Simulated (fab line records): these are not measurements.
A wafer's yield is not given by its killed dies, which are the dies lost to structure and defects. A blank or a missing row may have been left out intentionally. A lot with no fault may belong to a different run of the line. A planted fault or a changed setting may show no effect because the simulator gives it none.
Chamber matching	flow n5-finfet	N5_FIN_SAQP_ETCH_51 on rie-diel-06: 4 sister chambers
The step etches SiARC in CF4, target depth 45.5 nm, time 75.8 s. 4 wafers are shown with their chamber, then 7 later ones without.

WAFERS PAIRED WITH THEIR CHAMBERS
wafer	chamber	showerhead-plenum-p-Torr (Torr)
L078.4	0	2.02
L082.4	2	2.27
L087.3	3	2.25
L087.4	1	2.07

WAFERS WITHOUT THEIR CHAMBER
wafer	showerhead-plenum-p-Torr (Torr)
L087.6	2.07
L094.1	2.27
L094.2	2.25
L094.6	2.26
L097.1	2.26
L097.3	2.25
L097.5	2.26

EACH ONE'S CHAMBER
wafer	from the rows above	in truth
L087.6	1	1
L094.1	2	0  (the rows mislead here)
L094.2	3	3
L094.6	can't be placed: 3 or 2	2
L097.1	can't be placed: 3 or 2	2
L097.3	3	3
L097.5	can't be placed: 3 or 2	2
Correctly placed: 3 of 7. Not placeable from these rows: 3 (in 3, the candidates include the true chamber). 1 placed wrongly.
How it was worked out, from the rows above alone: a wafer's distance from a chamber is the root of the sum, over the readings, of the square of ((its reading less the chamber's mean) divided by the reading's scatter). If the next closest chamber is less than 2 further off than the closest, the wafer can't be placed; otherwise it belongs to the closest. The mean given for a chamber averages the wafers shown for that chamber. The scatter: with one shown wafer a chamber, the root of the mean of the squares of how far each hidden wafer lies from its nearest shown one.
